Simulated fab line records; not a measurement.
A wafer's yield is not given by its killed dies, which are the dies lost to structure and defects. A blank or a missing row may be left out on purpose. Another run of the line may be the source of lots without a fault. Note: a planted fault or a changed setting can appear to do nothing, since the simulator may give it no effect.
Struck lot and sound lot, side by side    flow nand-harc    39 steps out of a route of 1159
Sound: wafers L397.1, L397.3, L397.5. Wafers struck: L406.1, L406.2, L406.5. At the end, the cause is stated.
Each step with rows lists, per side, the tool, then ch with its chambers, then its first start. Under that, the readings that differ: sound wafers    struck wafers    difference of the means    sigmas: that difference in standard deviations of wafers without a fault.
alike: words and numbers the same on both sides, and readings whose means are apart by under 2 such deviations; not compared: readings that were withheld, readings missing a value for some wafer, numbers with overlapping values and no deviation given by the record, and bounds like >300 which may hide the same value.
Wherever a step has rows on one side only, a row that says differs or no value, or a row with sigmas, the two part there. Non-overlapping numbers with no deviation appear without sigmas and do not part them. Lack of a reading on every wafer of one side parts them only where that side has two or more wafers.

first, 11 steps without rows for these wafers: NHARC_A_CONTACT_ETCH_119 (etches the open film in C4F8/O2/Ar, time 94 s, target depth 922 nm); NHARC_A_CONTACT_ETCH_120 (etches the open film in C4F8/O2/Ar, time 94 s, target depth 922 nm); NHARC_A_CONTACT_ETCH_121 (etches the open film in C4F8/O2/Ar, time 94 s, target depth 922 nm); NHARC_A_CONTACT_ETCH_122 (etches the open film in C4F8/O2/Ar, time 95 s, target depth 930 nm); NHARC_A_CONTACT_ETCH_123 (etches the open film in C4F8/O2/Ar, time 253 s, target depth 1090 nm); NHARC_A_CONTACT_ETCH_90 (etches the open film in CH3F/O2, target depth 40 nm, time 85.7 s); NHARC_A_CONTACT_ETCH_96 (etches the open film in C4F6/O2, target depth 20 nm, time 10 s); NHARC_A_CONTACT_STRIP_99 (strips in N2/H2); NHARC_A_CONTACT_STRIP_100 (strips in CF4/CHF3); NHARC_A_CONTACT_STRIP_101 (strips in O2/COS); NHARC_A_CONTACT_ETCH_102 (etches the open film in CF4/O2, target depth 70 nm, overetch 7 nm, time 38.5 s).
NHARC_A_CONTACT_STRIP_55: strips in O2.
  sound on rie-diel-09 ch 2,3, day 18 21:38; struck on rie-diel-12 ch 1,2,3, day 20 20:56
  alike: drypump-motor-current-A, oes-product-au, rf-vpp-V, showerhead-plenum-p-Torr, throttle-valve-pct
  not compared: rf-hours-counter-h
then, 26 steps without rows for these wafers: NHARC_A_CONTACT_STRIP_56 (strips in post etch residue remover, time 600 s); NHARC_A_CONTACT_DEP_57 (deposits aC, target thk 2800 nm); NHARC_A_CONTACT_DEP_58 (deposits SiON, target thk 60 nm); NHARC_A_CONTACT_DEHYDRATE_59 (time 120 s); NHARC_A_CONTACT_HMDS_60 (time 30 s); NHARC_A_CONTACT_COAT_61 (time 75 s); NHARC_A_CONTACT_COAT_62 (time 65 s); NHARC_A_CONTACT_COAT_63 (resist thk 90 nm); NHARC_A_CONTACT_SOFTBAKE_64 (time 55 s); NHARC_A_CONTACT_EBR_65; NHARC_A_CONTACT_EXPOSE_66 (exposes mask A CC 2); NHARC_A_CONTACT_PEB_67 (peb time 65 s); NHARC_A_CONTACT_DEVELOP_68 (develop time 35 s); NHARC_A_CONTACT_DESCUM_74 (chemistry O2, time 3 s); NHARC_A_CONTACT_ETCH_75 (etches the open film in CF4, target depth 39 nm, time 65 s); NHARC_A_CONTACT_ETCH_76 (etches the open film in N2/H2, target depth 260 nm, time 475.3 s); NHARC_A_CONTACT_ETCH_77 (etches the open film in CF4/CHF3, target depth 72.6 nm, time 36.3 s); NHARC_A_CONTACT_ETCH_78 (etches the open film in O2/COS, target depth 2800 nm, time 728 s); NHARC_A_CONTACT_ETCH_124 (etches the open film in C4F8/O2/Ar, time 140 s, target depth 700 nm); NHARC_A_CONTACT_ETCH_125 (etches the open film in C4F8/O2/Ar, time 155 s, target depth 956 nm); NHARC_A_CONTACT_ETCH_126 (etches the open film in C4F8/O2/Ar, time 155 s, target depth 956 nm); NHARC_A_CONTACT_ETCH_127 (etches the open film in C4F8/O2/Ar, time 155 s, target depth 956 nm); NHARC_A_CONTACT_ETCH_128 (etches the open film in C4F8/O2/Ar, time 155 s, target depth 956 nm); NHARC_A_CONTACT_ETCH_129 (etches the open film in C4F8/O2/Ar, time 155 s, target depth 956 nm); NHARC_A_CONTACT_ETCH_130 (etches the open film in C4F8/O2/Ar, time 155 s, target depth 956 nm); NHARC_A_CONTACT_ETCH_131 (etches the open film in C4F8/O2/Ar, time 155 s, target depth 956 nm).
-- jump in the record: it breaks off in module A_CONTACT and resumes in module END (first step shown: number 1159 of the route), and 3 days separate the struck wafers' starts before and after --
NHARC_END_SORT_01:
  only the struck wafers appear in the record here, on prober-02 ch 0 at day 24 03:44; the sound ones have no rows

== WHERE THEY PART ==
At NHARC_END_SORT_01 and nowhere else, as far as this record goes.

WHY: what had been put in by the simulator
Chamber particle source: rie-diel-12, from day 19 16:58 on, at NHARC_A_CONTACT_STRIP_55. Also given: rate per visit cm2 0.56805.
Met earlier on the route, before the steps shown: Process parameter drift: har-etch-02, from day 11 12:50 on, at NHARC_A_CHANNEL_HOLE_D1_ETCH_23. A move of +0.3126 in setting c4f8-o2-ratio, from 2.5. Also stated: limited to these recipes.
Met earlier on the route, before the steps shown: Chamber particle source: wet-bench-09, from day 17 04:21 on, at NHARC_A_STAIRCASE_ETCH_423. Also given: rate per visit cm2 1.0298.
